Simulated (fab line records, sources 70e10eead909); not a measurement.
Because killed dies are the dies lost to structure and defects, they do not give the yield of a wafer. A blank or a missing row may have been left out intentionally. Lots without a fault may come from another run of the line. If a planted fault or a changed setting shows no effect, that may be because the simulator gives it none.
A single fault, viewed from 2 desks ; flow nand-harc ; only its own numbers are on each desk; what lay behind them is given at the end

== THE DEFECT DESK ==
What the inspections along the route counted, lot by lot: means of the sampled wafers that have a number. Marked OUT: a lot whose mean sits more than 4 standard deviations from the usual mean, which makes it out of limits; the brackets give that distance.
Columns: A = raw-defect-count at NHARC_A_M1_INSPECT_27, usual 534
lot;first seen here;A
L117;day 23 11:29;748
L119;day 23 14:29;575
L120;day 25 02:44;505
L121;day 26 03:43;436
L122;day 26 06:22;550
L124;day 26 09:07;545
L127;day 27 08:35;416
L128;day 28 06:10;460
L129;day 28 07:54;441
L131;day 30 02:12;647
L136;day 31 06:17;472
L137;day 31 08:23;493
L139;day 32 08:34;547
L138;day 32 11:01;486
Finding of this desk: none of the 14 lots has anything out of limits.

== TOOL OWNER'S DESK, rie-diel-12 ==
The tool's own readings at NHARC_A_BONDPAD_ETCH_12 (etches the open film in CHF3/O2, target depth 220 nm, time 110 s): means of the sampled wafers that have a number, for each lot that ran on this tool. Marked OUT: a lot whose mean sits more than 4 standard deviations from the usual mean, which makes it out of limits; the brackets give that distance.
Columns: A = chf3-flow-sccm at NHARC_A_BONDPAD_ETCH_12, usual 50.01 sccm; B = drypump-motor-current-A at NHARC_A_BONDPAD_ETCH_12, usual 5.6 A; C = oes-product-au at NHARC_A_BONDPAD_ETCH_12, usual 0.939 a.u.; D = rf-vpp-V at NHARC_A_BONDPAD_ETCH_12, usual 371.0 V; E = showerhead-plenum-p-Torr at NHARC_A_BONDPAD_ETCH_12, usual 2.42 Torr; F = throttle-valve-pct at NHARC_A_BONDPAD_ETCH_12, usual 20.572 %
lot;first seen here;A;B;C;D;E;F
L117;day 23 13:40;50.07;5.3;0.922;370.4;2.36;20.580
L119;day 23 16:40;50.01;5.7;0.968;370.8;2.39;20.570
L120;day 25 05:04;49.99;5.8;0.936;368.0;2.31;20.568
L124;day 26 11:31;50.05;5.7;0.910;370.2;2.38;20.578
L127;day 27 10:53;50.12;5.5;0.958;371.0;2.45;20.576
L128;day 28 08:21;50.15;5.9;0.902;372.6;2.48;20.579
L129;day 28 10:05;49.91;5.6;0.934;370.0;2.38;20.562
L136;day 31 08:29;49.93;6.0;0.907;370.8;2.40;20.578
L137;day 31 10:42;50.05;5.6;0.937;371.2;2.38;20.573
L139;day 32 10:44;49.97;5.5;0.928;367.0;2.28;20.566
L138;day 32 13:19;50.03;5.7;0.922;371.2;2.39;20.575
Finding of this desk: none of the 11 lots has anything out of limits.

== PUT TOGETHER ==
Nothing out of limits was seen by the defect desk.
The desk of the tool owner found nothing out of limits.

== WHAT THE SIMULATOR HAD INSERTED ==
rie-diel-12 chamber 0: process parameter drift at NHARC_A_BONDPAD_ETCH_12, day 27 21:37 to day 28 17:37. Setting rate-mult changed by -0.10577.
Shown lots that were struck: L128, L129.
